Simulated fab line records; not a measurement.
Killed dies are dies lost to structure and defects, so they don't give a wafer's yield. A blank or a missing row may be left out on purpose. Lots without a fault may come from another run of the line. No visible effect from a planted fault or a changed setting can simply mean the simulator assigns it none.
Which tool is to blame? :: flow nand-harc :: 11 lots, 33 wafers sampled, at 5 steps of a route of 1302

WHAT THE GAUGES READ, wafer by wafer
NHARC_END_SORT_01. Usual: defect-limited-yield 91.5 %, standard deviation 2.4; killed-at-array 52, standard deviation 16; killed-at-other 0.8, standard deviation 1.1; killed-at-periphery 4.2, standard deviation 2.5; killed-dies 57, standard deviation 16; killed-open 3.4, standard deviation 2; killed-short 2.6, standard deviation 1.6; sort_bin_2_pct 3.0 %, standard deviation 1.1; sort_bin_3_pct 0.6 %, standard deviation 0.31; sort_bin_4_pct 4.8 %, standard deviation 1.4; sort-n-pass 620, standard deviation 16; sort-rim-yield-pct 90 %, standard deviation 4.8; sort-yield-pct 91.5 %, standard deviation 2.4.
lot: L207
measured: day 24 08:29
on: prober-02
defect-limited-yield (%): 90.5 91.4 90.3
killed-at-array: 60 50 62
killed-at-other: 1 2 1
killed-at-periphery: 3 6 3
killed-dies: 64 58 66
killed-open: 1 2 2
killed-short: 4 4 0
sort_bin_2_pct (%): 4.3 2.4 3.1
sort_bin_3_pct (%): 0.4 1.3 0.7
sort_bin_4_pct (%): 4.7 4.9 5.9
sort-n-pass: 613 619 611
sort-rim-yield-pct (%): 86 82 98
sort-yield-pct (%): 90.5 91.4 90.3
flag: 

lot: L214
measured: day 27 10:14
on: prober-01
defect-limited-yield (%): 88.9 90.5 87.7
killed-at-array: 72 60 76
killed-at-other: 2 2 1
killed-at-periphery: 1 2 6
killed-dies: 75 64 83
killed-open: 2 1 3
killed-short: 2 1 3
sort_bin_2_pct (%): 3.4 3.7 4.1
sort_bin_3_pct (%): 0.6 0.3 1.0
sort_bin_4_pct (%): 7.1 5.5 7.1
sort-n-pass: 602 613 594
sort-rim-yield-pct (%): 94 80 84
sort-yield-pct (%): 88.9 90.5 87.7
flag: 

lot: L217
measured: day 28 20:37
on: prober-02
defect-limited-yield (%): 92.5 91.6 91.6
killed-at-array: 43 49 51
killed-at-other: 0 1 2
killed-at-periphery: 8 7 4
killed-dies: 51 57 57
killed-open: 1 5 3
killed-short: 1 1 2
sort_bin_2_pct (%): 2.4 2.8 2.8
sort_bin_3_pct (%): 0.4 0.6 0.9
sort_bin_4_pct (%): 4.7 5.0 4.7
sort-n-pass: 626 620 620
sort-rim-yield-pct (%): 88 96 97
sort-yield-pct (%): 92.5 91.6 91.6
flag: 

lot: L218
measured: day 28 21:23
on: prober-01
defect-limited-yield (%): 93.1 92.0 90.1
killed-at-array: 46 47 58
killed-at-other: 0 3 0
killed-at-periphery: 1 4 9
killed-dies: 47 54 67
killed-open: 2 2 4
killed-short: 2 1 2
sort_bin_2_pct (%): 2.5 3.0 3.5
sort_bin_3_pct (%): 0.6 0.6 1.3
sort_bin_4_pct (%): 3.8 4.4 5.0
sort-n-pass: 630 623 610
sort-rim-yield-pct (%): 90 90 89
sort-yield-pct (%): 93.1 92.0 90.1
flag: 

lot: L225
measured: day 32 08:45
on: prober-02
defect-limited-yield (%): 88.3 87.4 88.0
killed-at-array: 73 77 69
killed-at-other: 1 0 0
killed-at-periphery: 5 8 12
killed-dies: 79 85 81
killed-open: 3 4 5
killed-short: 0 3 2
sort_bin_2_pct (%): 4.9 4.3 3.7
sort_bin_3_pct (%): 0.6 0.9 1.0
sort_bin_4_pct (%): 6.2 7.4 7.2
sort-n-pass: 598 592 596
sort-rim-yield-pct (%): 90 85 90
sort-yield-pct (%): 88.3 87.4 88.0
flag: 

lot: L226
measured: day 33 09:09
on: prober-01
defect-limited-yield (%): 93.9 91.7 92.9
killed-at-array: 35 53 42
killed-at-other: 0 0 0
killed-at-periphery: 6 3 6
killed-dies: 41 56 48
killed-open: 5 4 8
killed-short: 1 2 3
sort_bin_2_pct (%): 1.8 2.8 2.4
sort_bin_3_pct (%): 0.3 0.4 0.9
sort_bin_4_pct (%): 4.0 5.0 3.8
sort-n-pass: 636 621 629
sort-rim-yield-pct (%): 85 92 88
sort-yield-pct (%): 93.9 91.7 92.9
flag: 

WHICH TOOL RAN EACH LOT (tool, then ch and the chambers of the sampled wafers, then the start)
lot: L207
NHARC_P_M0_ANNEAL_30: rtp-anneal-02 ch 0, day 5 23:26
NHARC_P_M0_CMP_23: cmp-01 ch 0,1,2, day 5 23:50
NHARC_P_M1_SOFTBAKE_04: litho-track-06 ch 0, day 6 01:00
NHARC_P_M1_ETCH_35: rie-diel-06 ch 0,2,3, day 6 02:02

lot: L209
NHARC_P_M0_ANNEAL_30: rtp-anneal-01 ch 0, day 6 23:19
NHARC_P_M0_CMP_23: cmp-03 ch 0,1,2, day 6 23:40
NHARC_P_M1_SOFTBAKE_04: litho-track-06 ch 0, day 7 01:00
NHARC_P_M1_ETCH_35: rie-diel-06 ch 0,2,3, day 7 01:48

lot: L210
NHARC_P_M0_ANNEAL_30: rtp-anneal-01 ch 0, day 7 12:08
NHARC_P_M0_CMP_23: cmp-03 ch 0,1, day 7 12:29
NHARC_P_M1_SOFTBAKE_04: litho-track-04 ch 0, day 7 13:00
NHARC_P_M1_ETCH_35: rie-diel-09 ch 2,3, day 7 14:37

lot: L212
NHARC_P_M0_ANNEAL_30: rtp-anneal-02 ch 0, day 8 05:01
NHARC_P_M0_CMP_23: cmp-01 ch 0,1,2, day 8 05:20
NHARC_P_M1_SOFTBAKE_04: litho-track-04 ch 0, day 8 07:00
NHARC_P_M1_ETCH_35: rie-diel-11 ch 0,1,2, day 8 07:45

lot: L214
NHARC_P_M0_ANNEAL_30: rtp-anneal-01 ch 0, day 9 01:40
NHARC_P_M0_CMP_23: cmp-03 ch 0,1, day 9 02:00
NHARC_P_M1_SOFTBAKE_04: litho-track-01 ch 0, day 9 03:00
NHARC_P_M1_ETCH_35: rie-diel-06 ch 1,2, day 9 04:07

lot: L215
NHARC_P_M0_ANNEAL_30: rtp-anneal-02 ch 0, day 9 13:30
NHARC_P_M0_CMP_23: cmp-03 ch 0,1,2, day 9 13:54
NHARC_P_M1_SOFTBAKE_04: litho-track-01 ch 0, day 9 15:00
NHARC_P_M1_ETCH_35: rie-diel-09 ch 0,1,3, day 9 16:01

lot: L217
NHARC_P_M0_ANNEAL_30: rtp-anneal-01 ch 0, day 10 11:18
NHARC_P_M0_CMP_23: cmp-03 ch 0,3, day 10 11:41
NHARC_P_M1_SOFTBAKE_04: litho-track-01 ch 0, day 10 13:00
NHARC_P_M1_ETCH_35: rie-diel-11 ch 0,2, day 10 13:55

lot: L218
NHARC_P_M0_ANNEAL_30: rtp-anneal-01 ch 0, day 10 17:07
NHARC_P_M0_CMP_23: cmp-03 ch 0,1, day 10 17:25
NHARC_P_M1_SOFTBAKE_04: litho-track-06 ch 0, day 10 18:00
NHARC_P_M1_ETCH_35: rie-diel-06 ch 0,1,3, day 10 19:41

lot: L225
NHARC_P_M0_ANNEAL_30: rtp-anneal-01 ch 0, day 14 02:08
NHARC_P_M0_CMP_23: cmp-02 ch 1,2,3, day 14 02:25
NHARC_P_M1_SOFTBAKE_04: litho-track-06 ch 0, day 14 04:00
NHARC_P_M1_ETCH_35: rie-diel-06 ch 0,1,3, day 14 04:35

lot: L226
NHARC_P_M0_ANNEAL_30: rtp-anneal-01 ch 0, day 14 19:11
NHARC_P_M0_CMP_23: cmp-01 ch 1,2,3, day 14 19:35
NHARC_P_M1_SOFTBAKE_04: litho-track-06 ch 0, day 14 20:00
NHARC_P_M1_ETCH_35: rie-diel-11 ch 0,1,2, day 14 21:41

lot: L230
NHARC_P_M0_ANNEAL_30: rtp-anneal-01 ch 0, day 15 15:44
NHARC_P_M0_CMP_23: cmp-02 ch 0,3, day 15 16:05
NHARC_P_M1_SOFTBAKE_04: litho-track-01 ch 0, day 15 17:00
NHARC_P_M1_ETCH_35: rie-diel-06 ch 0,1,2, day 15 18:13
- NHARC_P_M0_ANNEAL_30: time 90 s.
- NHARC_P_M0_CMP_23: polishes, t overpolish 20 s, target thk 117.54 nm.
- NHARC_P_M1_SOFTBAKE_04: time 55 s.
- NHARC_P_M1_ETCH_35: etches the open film in N2/H2, target depth 40 nm, overetch 12 nm, time 43.94 s.

WHAT THE TOOLS THEMSELVES READ (means of the sampled wafers that have a number; where no wafer has one, the mark that the record gives instead)
NHARC_P_M0_ANNEAL_30. Usual: wafer_temp_C_max at 225.98, with a standard deviation of 0.22.
lot: L207
tool: rtp-anneal-02
wafer_temp_C_max: 225.70
flag: 

lot: L209
tool: rtp-anneal-01
wafer_temp_C_max: 225.76
flag: 

lot: L210
tool: rtp-anneal-01
wafer_temp_C_max: 225.87
flag: 

lot: L212
tool: rtp-anneal-02
wafer_temp_C_max: 226.03
flag: 

lot: L214
tool: rtp-anneal-01
wafer_temp_C_max: 226.02
flag: 

lot: L215
tool: rtp-anneal-02
wafer_temp_C_max: 225.81
flag: 

lot: L217
tool: rtp-anneal-01
wafer_temp_C_max: 226.02
flag: 

lot: L218
tool: rtp-anneal-01
wafer_temp_C_max: 226.13
flag: 

lot: L225
tool: rtp-anneal-01
wafer_temp_C_max: 225.87
flag: 

lot: L226
tool: rtp-anneal-01
wafer_temp_C_max: 226.16
flag: 

lot: L230
tool: rtp-anneal-01
wafer_temp_C_max: 225.88
flag: 

NHARC_P_M0_CMP_23. Usual: edge-zone-pressure-frac 1.000, standard deviation 0.0047; motor-current-A 11.5 A, standard deviation 0.88; pad-life-wafers 216, standard deviation 98; time-to-endpoint-s 29.4 s, standard deviation 2.
lot: L207
tool: cmp-01
edge-zone-pressure-frac: 0.999
motor-current-A (A): 12.1
pad-life-wafers: 104
time-to-endpoint-s (s): 32.1
flag: 

lot: L209
tool: cmp-03
edge-zone-pressure-frac: 1.006
motor-current-A (A): 11.1
pad-life-wafers: 236
time-to-endpoint-s (s): 28.6
flag: 

lot: L210
tool: cmp-03
edge-zone-pressure-frac: 1.008
motor-current-A (A): 10.7
pad-life-wafers: 276
time-to-endpoint-s (s): 28.6
flag: 

lot: L212
tool: cmp-01
edge-zone-pressure-frac: 0.999
motor-current-A (A): 12.6
pad-life-wafers: 308
time-to-endpoint-s (s): 32.5
flag: 

lot: L214
tool: cmp-03
edge-zone-pressure-frac: 1.001
motor-current-A (A): 11.4
pad-life-wafers: 108
time-to-endpoint-s (s): 28.5
flag: 

lot: L215
tool: cmp-03
edge-zone-pressure-frac: 0.998
motor-current-A (A): 10.8
pad-life-wafers: 146
time-to-endpoint-s (s): 29.8
flag: 

lot: L217
tool: cmp-03
edge-zone-pressure-frac: 1.000
motor-current-A (A): 11.2
pad-life-wafers: 194
time-to-endpoint-s (s): 30.2
flag: 

lot: L218
tool: cmp-03
edge-zone-pressure-frac: 0.999
motor-current-A (A): 10.8
pad-life-wafers: 222
time-to-endpoint-s (s): 29.4
flag: 

lot: L225
tool: cmp-02
edge-zone-pressure-frac: 1.001
motor-current-A (A): 11.9
pad-life-wafers: 289
time-to-endpoint-s (s): 28.7
flag: 

lot: L226
tool: cmp-01
edge-zone-pressure-frac: 1.004
motor-current-A (A): 11.4
pad-life-wafers: 176
time-to-endpoint-s (s): 30.6
flag: 

lot: L230
tool: cmp-02
edge-zone-pressure-frac: 1.005
motor-current-A (A): 11.3
pad-life-wafers: 84
time-to-endpoint-s (s): 26.8
flag: 

NHARC_P_M1_SOFTBAKE_04. Usual: heater-power-total-W 188.44 W, standard deviation 0.13; plate-temp-C 104.97 C, standard deviation 0.13.
lot: L207
tool: litho-track-06
heater-power-total-W (W): 188.54
plate-temp-C (C): 104.96
flag: 

lot: L209
tool: litho-track-06
heater-power-total-W (W): 188.37
plate-temp-C (C): 104.93
flag: 

lot: L210
tool: litho-track-04
heater-power-total-W (W): 188.34
plate-temp-C (C): 104.92
flag: 

lot: L212
tool: litho-track-04
heater-power-total-W (W): 188.46
plate-temp-C (C): 105.15
flag: 

lot: L214
tool: litho-track-01
heater-power-total-W (W): 188.35
plate-temp-C (C): 105.03
flag: 

lot: L215
tool: litho-track-01
heater-power-total-W (W): 188.35
plate-temp-C (C): 105.02
flag: 

lot: L217
tool: litho-track-01
heater-power-total-W (W): 188.40
plate-temp-C (C): 105.09
flag: 

lot: L218
tool: litho-track-06
heater-power-total-W (W): 188.46
plate-temp-C (C): 104.85
flag: 

lot: L225
tool: litho-track-06
heater-power-total-W (W): 178.02
plate-temp-C (C): 105.11
flag: OFF

lot: L226
tool: litho-track-06
heater-power-total-W (W): 178.03
plate-temp-C (C): 104.99
flag: OFF

lot: L230
tool: litho-track-01
heater-power-total-W (W): 188.41
plate-temp-C (C): 104.95
flag: 

NHARC_P_M1_ETCH_35. Usual: drypump-motor-current-A 5.7 A, standard deviation 0.45; oes-product-au 1.000 a.u., standard deviation 0.0076; rf-vpp-V 430.6 V, standard deviation 2.6; showerhead-plenum-p-Torr 2.04 Torr, standard deviation 0.089; throttle-valve-pct 14.172 %, standard deviation 0.0096.
lot: L207
tool: rie-diel-06
drypump-motor-current-A (A): 5.4
oes-product-au (a.u.): 0.994
rf-vpp-V (V): 430.7
showerhead-plenum-p-Torr (Torr): 2.07
throttle-valve-pct (%): 14.174
flag: 

lot: L209
tool: rie-diel-06
drypump-motor-current-A (A): 5.4
oes-product-au (a.u.): 1.005
rf-vpp-V (V): 430.9
showerhead-plenum-p-Torr (Torr): 2.07
throttle-valve-pct (%): 14.174
flag: 

lot: L210
tool: rie-diel-09
drypump-motor-current-A (A): 6.2
oes-product-au (a.u.): 0.999
rf-vpp-V (V): 433.9
showerhead-plenum-p-Torr (Torr): 2.13
throttle-valve-pct (%): 14.169
flag: 

lot: L212
tool: rie-diel-11
drypump-motor-current-A (A): 6.0
oes-product-au (a.u.): 1.007
rf-vpp-V (V): 428.4
showerhead-plenum-p-Torr (Torr): 1.98
throttle-valve-pct (%): 14.160
flag: 

lot: L214
tool: rie-diel-06
drypump-motor-current-A (A): 5.4
oes-product-au (a.u.): 1.008
rf-vpp-V (V): 432.7
showerhead-plenum-p-Torr (Torr): 2.12
throttle-valve-pct (%): 14.168
flag: 

lot: L215
tool: rie-diel-09
drypump-motor-current-A (A): 5.7
oes-product-au (a.u.): 0.993
rf-vpp-V (V): 430.8
showerhead-plenum-p-Torr (Torr): 2.03
throttle-valve-pct (%): 14.172
flag: 

lot: L217
tool: rie-diel-11
drypump-motor-current-A (A): 6.3
oes-product-au (a.u.): 0.998
rf-vpp-V (V): 426.7
showerhead-plenum-p-Torr (Torr): 1.92
throttle-valve-pct (%): 14.170
flag: 

lot: L218
tool: rie-diel-06
drypump-motor-current-A (A): 5.6
oes-product-au (a.u.): 0.998
rf-vpp-V (V): 430.9
showerhead-plenum-p-Torr (Torr): 2.04
throttle-valve-pct (%): 14.166
flag: 

lot: L225
tool: rie-diel-06
drypump-motor-current-A (A): 5.6
oes-product-au (a.u.): 0.998
rf-vpp-V (V): 430.7
showerhead-plenum-p-Torr (Torr): 2.04
throttle-valve-pct (%): 14.168
flag: 

lot: L226
tool: rie-diel-11
drypump-motor-current-A (A): 6.0
oes-product-au (a.u.): 0.996
rf-vpp-V (V): 428.1
showerhead-plenum-p-Torr (Torr): 1.98
throttle-valve-pct (%): 14.173
flag: 

lot: L230
tool: rie-diel-06
drypump-motor-current-A (A): 5.3
oes-product-au (a.u.): 0.995
rf-vpp-V (V): 432.3
showerhead-plenum-p-Torr (Torr): 2.10
throttle-valve-pct (%): 14.173
flag: 

THE ANSWER, worked out from the rows above alone
Rule: take the mean of a lot's wafers that have a number; if it is more than 3 standard deviations from the usual mean, the lot is off. A lot without any number at a reading at which 4 lots or more have one is off too. The other lots that the step has rows for count as sound. First the gauges in route order, then the tools' own readings, where a lot's mean is used as printed above. At the first step where some lot is off, the reading lying furthest off is the one used; lots without a number count as furthest.
Off at NHARC_P_M1_SOFTBAKE_04 (heater-power-total-W): L225, L226.
A tool fits if, at that step or a process step before it, it ran every lot that is off, and no sound lot after the first of them. One fits: NHARC_P_M1_SOFTBAKE_04 on litho-track-06. A fault onset in the window from L218 (day 10 18:00, its last sound lot) to L225 (day 14 04:00, its first lot off) fits.
On the lots that are off, the tool's own readings at NHARC_P_M1_SOFTBAKE_04 differ by more than 5 times the standard deviation of the sound lots' means, which bears it out; heater-power-total-W reads 178.03 W there versus 188.41 W on the sound lots.

WHAT THE SIMULATOR PUT IN
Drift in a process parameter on litho-track-06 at NHARC_P_M1_SOFTBAKE_04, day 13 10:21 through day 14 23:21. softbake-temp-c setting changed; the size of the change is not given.
Struck lots among those shown: L225, L226. Same finding as the rule above.
